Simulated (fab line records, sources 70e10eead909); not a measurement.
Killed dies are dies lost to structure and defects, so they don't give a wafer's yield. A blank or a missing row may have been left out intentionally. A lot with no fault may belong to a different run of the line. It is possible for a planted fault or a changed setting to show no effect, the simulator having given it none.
Problem report in the 8D (eight disciplines) form, filled by code | flow nandHarc | the parts of the form that need people (team, actions taken, sign-off) are left out

## 1. WHAT IS WRONG
Mean of runLengthS at NHARC_THIN_TSV_ETCH_59: 146.0 s across 2 wafers in 2 lots; on wafers with no fault it is 159.5 s (standard deviation 0.46). Relative to the usual mean, that is a shift of -29 standard deviations.
The step: etches the open film in Cl2/BCl3, target depth 880 nm, time 138.1 s.
Seen first at day 20 08:13 on rieMetal-03, wafer L395.6. Wafers with a number at this step in the record: 42, from 14 lots. The rule behind "out" and "out of limits": a value lying over 4 standard deviations away from the usual mean. The rest of the wafers with a number are treated as sound.

## 2. WHAT IT IS; WHAT IT IS NOT
question                    | is                | is not
which readings at this step | runLengthS        | drypumpMotorCurrentA, oesProductAu, throttleValvePct
which lots                  | L395, L396        | L390, L391, L392, L397, L400, L404, L405, L407, L408, L409, L411, L413
which wafers of those lots  | L395.6, L396.5    | L395.1, L395.3, L396.1, L396.6
read on which tools         | rieMetal-03       | rieMetal-01, rieMetal-02
when                        | from day 20 08:13 | up to then (14 sound wafers); but 26 sound wafers of L396, L400, L404, L405, L407, L408, L409, L411, L413 came after

## 3. WHAT RULES OUT EACH SUSPECT
Counting: any tool at a process step up to the reading remains a suspect provided it ran every lot that is out. Sound lots after the first of them don't rule it out here, since some wafers of a struck lot are sound.
- pvdSputter-01 at NHARC_A_M1_PVD_21 (deposits Cu, target thk 30 nm, time 20.49 s): kept. Ran every lot that is out, first one L395 (day 19 09:00); last sound lot up to then L392 (day 18 17:04). Because NHARC_A_M1_PVD_21 lacks a start for some lots, the hours and order of its lots are taken from NHARC_A_BONDPAD_STRIP_15.
- rieDiel-05 at NHARC_A_BONDPAD_STRIP_15 (strips in O2): kept. Ran every lot that is out, first one L395 (day 19 09:00); last sound lot up to then L391 (day 18 15:29).
- rieMetal-03 at NHARC_THIN_TSV_ETCH_59 (etches the open film in Cl2/BCl3, target depth 880 nm, time 138.1 s): kept. Ran every lot that is out, first one L395 (day 20 08:13); last sound lot up to then L391 (day 19 12:53). On those wafers its own readings are out: runLengthS.
- Within rieMetal-03 at NHARC_THIN_TSV_ETCH_59, the wafers that are out were processed in chamber 0 and their sound lot-mates in chamber 1.
Still standing after the count: pvdSputter-01 at NHARC_A_M1_PVD_21, rieDiel-05 at NHARC_A_BONDPAD_STRIP_15, rieMetal-03 at NHARC_THIN_TSV_ETCH_59.

## 4. THE CAUSE (what the simulator had put in)
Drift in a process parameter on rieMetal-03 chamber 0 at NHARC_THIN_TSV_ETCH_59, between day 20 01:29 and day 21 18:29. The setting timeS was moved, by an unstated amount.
3 suspects survive the count, and this tool is in that group.

## 5. SEQUENCE OF EFFECTS, ordered by route
Rows list readings where the struck wafers' mean (over those with a number) sits beyond 3 standard deviations from the usual. Scope: only readings with a usual standard deviation given in the record; hours: median across lots of the time from each lot's start at the first step in this table that gives one to its start at this step; sigmas: change in usual standard deviations.
hours | step                   | reading    | usual   | on struck wafers | change | sigmas
0     | NHARC_THIN_TSV_ETCH_59 | runLengthS | 159.5 s | 146.0            | -13.5  | -29
It contains these process steps:
- NHARC_THIN_TSV_ETCH_59: etches the open film in Cl2/BCl3, target depth 880 nm, time 138.1 s.
Readings that are blank on the struck wafers while sound wafers have them: biasW at NHARC_THIN_TSV_ETCH_59.

## 6. HOW IT WOULD HAVE BEEN CAUGHT EARLIER
First out-of-limits reading in this record: day 20 08:13, which is 7 hours after fault onset at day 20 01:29.
